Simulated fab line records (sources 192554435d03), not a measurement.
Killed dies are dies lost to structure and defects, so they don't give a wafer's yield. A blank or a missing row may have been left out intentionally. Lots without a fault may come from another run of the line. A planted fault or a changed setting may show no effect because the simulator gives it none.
Matching of chambers + flow n5_finfet + 4 sister chambers for N5_MOL_CONTACT_COAG_DESCUM_45 on rie_diel-02
The step chemistry O2, time 7 s. 4 wafers are shown with their chamber, then 9 later ones without.

== WAFERS, EACH WITH ITS CHAMBER ==
| wafer  | chamber | throttle_valve_pct (%) |
|--------|---------|------------------------|
| L080.6 | 3       | 20.73                  |
| L083.1 | 1       | 20.04                  |
| L083.4 | 2       | 20.36                  |
| L083.5 | 0       | 20.48                  |

== WAFERS WITHOUT THEIR CHAMBER ==
| wafer  | throttle_valve_pct (%) |
|--------|------------------------|
| L085.2 | 20.50                  |
| L085.4 | 20.76                  |
| L085.5 | 20.05                  |
| L087.3 | 20.05                  |
| L087.4 | 20.37                  |
| L087.6 | 20.77                  |
| L093.2 | 20.07                  |
| L093.5 | 20.39                  |
| L093.6 | 20.05                  |

== THE CHAMBER EACH PASSED THROUGH ==
| wafer  | from the rows above | in truth |
|--------|---------------------|----------|
| L085.2 | 0                   | 0        |
| L085.4 | 3                   | 3        |
| L085.5 | 1                   | 1        |
| L087.3 | 1                   | 1        |
| L087.4 | 2                   | 2        |
| L087.6 | 3                   | 3        |
| L093.2 | 1                   | 1        |
| L093.5 | 2                   | 2        |
| L093.6 | 1                   | 1        |
9 of 9 placed correctly. Not placeable from these rows: 0. Number placed wrongly: 0.
How it was worked out, from the rows above alone: a wafer's distance from a chamber is the root of the sum, over the readings, of the square of ((its reading less the chamber's mean) divided by the reading's scatter). The wafer belongs to the nearest chamber; if the next one is less than 2 further off, it can't be placed. Each chamber's mean is taken over the wafers shown for it. The scatter (one wafer shown for each chamber): square how far every hidden wafer sits from the nearest shown wafer, average those squares and take the square root.
